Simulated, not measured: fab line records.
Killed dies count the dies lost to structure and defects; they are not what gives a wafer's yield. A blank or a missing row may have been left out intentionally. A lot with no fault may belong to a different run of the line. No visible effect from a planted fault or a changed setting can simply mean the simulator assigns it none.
Matching of chambers || flow nand_harc || NHARC_A_STAIRCASE_TRIM_12 on rie_diel-06: 4 sister chambers
The step chemistry O2, time 211.2 s. 4 wafers are shown with their chamber, then 8 later ones without.

== WAFERS WITH THEIR CHAMBER ==
{"wafer": "L077.5", "chamber": 2, "drypump_motor_current_A (A)": 5.9}
{"wafer": "L090.3", "chamber": 0, "drypump_motor_current_A (A)": 6.8}
{"wafer": "L090.5", "chamber": 1, "drypump_motor_current_A (A)": 6.1}
{"wafer": "L091.1", "chamber": 3, "drypump_motor_current_A (A)": 5.4}

== WAFERS WITH NO CHAMBER GIVEN ==
{"wafer": "L091.5", "drypump_motor_current_A (A)": 5.9}
{"wafer": "L091.6", "drypump_motor_current_A (A)": 5.4}
{"wafer": "L092.2", "drypump_motor_current_A (A)": 6.2}
{"wafer": "L092.3", "drypump_motor_current_A (A)": 5.9}
{"wafer": "L092.4", "drypump_motor_current_A (A)": 6.8}
{"wafer": "L092.1", "drypump_motor_current_A (A)": 5.5}
{"wafer": "L092.5", "drypump_motor_current_A (A)": 5.5}
{"wafer": "L092.6", "drypump_motor_current_A (A)": 5.9}

== WHICH CHAMBER EACH WENT THROUGH ==
{"wafer": "L091.5", "from the rows above": 2, "in truth": 2}
{"wafer": "L091.6", "from the rows above": 3, "in truth": 3}
{"wafer": "L092.2", "from the rows above": 1, "in truth": 1}
{"wafer": "L092.3", "from the rows above": 2, "in truth": 2}
{"wafer": "L092.4", "from the rows above": 0, "in truth": 0}
{"wafer": "L092.1", "from the rows above": 3, "in truth": 3}
{"wafer": "L092.5", "from the rows above": 3, "in truth": 3}
{"wafer": "L092.6", "from the rows above": 2, "in truth": 2}
Correct placement for 8 of the 8. Number that these rows cannot place: 0. Wrongly placed: 0.
How it was worked out, from the rows above alone: a wafer's distance from a chamber is the root of the sum, over the readings, of the square of ((its reading less the chamber's mean) divided by the reading's scatter). The wafer belongs to the nearest chamber; if the next one is less than 2 further off, it can't be placed. A chamber's mean is the mean of its shown wafers. The scatter (one wafer shown for each chamber): square how far every hidden wafer sits from the nearest shown wafer, average those squares and take the square root.
